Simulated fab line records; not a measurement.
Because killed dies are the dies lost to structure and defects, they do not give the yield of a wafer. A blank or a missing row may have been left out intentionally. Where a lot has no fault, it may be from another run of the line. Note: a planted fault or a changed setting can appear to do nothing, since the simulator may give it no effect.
The tool behind it: which one? ; flow nand harc ; 36 wafers from 12 lots sampled at 2 of the route's 1302 steps

## WHAT THE GAUGES SHOWED, per wafer
NHARC_A_START_INSPECT_01.
lot;measured;on;raw defect count
L075;day 7 16:09;defect inspect-01;3 7 3
L077;day 8 00:31;defect inspect-01;4 1 3
L079;day 8 19:09;defect inspect-02;3 5 3
L081;day 9 21:38;defect inspect-01;5 4 4
L083;day 10 22:51;defect inspect-01;0 3 1
L085;day 11 07:58;defect inspect-01;2 1 5
L087;day 11 22:34;defect inspect-01;6 2 4
L089;day 12 23:26;defect inspect-02;3 4 3
L091;day 13 20:50;defect inspect-02;4 3 5
L093;day 14 22:21;defect inspect-01;3 3 3
L096;day 15 20:05;defect inspect-02;6 4 2
L097;day 16 06:44;defect inspect-01;2 0 3

## WHICH TOOL RAN EACH LOT (tool, then ch and the chambers of the sampled wafers, then the start)
lot;NHARC_P_M2_CMP_23
L075;cmp-03 ch 0,2,3, day 7 10:40
L077;cmp-02 ch 1,2,3, day 7 18:44
L079;cmp-04 ch 0,3, day 8 13:36
L081;cmp-02 ch 1,2,3, day 9 15:47
L083;cmp-04 ch 2,3, day 10 17:18
L085;cmp-02 ch 0,1,3, day 11 02:26
L087;cmp-03 ch 0,1,2, day 11 16:58
L089;cmp-02 ch 0,1,3, day 12 17:56
L091;cmp-04 ch 0,1,2, day 13 15:22
L093;cmp-03 ch 0,2,3, day 14 16:52
L096;cmp-02 ch 0,3, day 15 14:43
L097;cmp-02 ch 0,1,3, day 16 01:25
- NHARC_P_M2_CMP_23: polishes, t overpolish 20 s, target thk 144.3 nm.

## THE ANSWER, worked out from the rows above alone
Rule: the usual values come from the lots themselves. Put in order of their means at a reading, lots are off if they are a third of the lots or fewer, leave a main group of 4 or more, and stand apart from it by a gap of 3 or more times the standard deviation of the main group's means; of several such gaps the widest counts. The tables above print the reading to a certain number of digits; a main group whose means all agree to those digits is not used. A lot without any number at a reading at which 4 lots or more have one is off too. The other lots that the step has rows for count as sound.
Nothing can be told from this: no lot is off at any reading shown.

## WHAT THE SIMULATOR PUT IN
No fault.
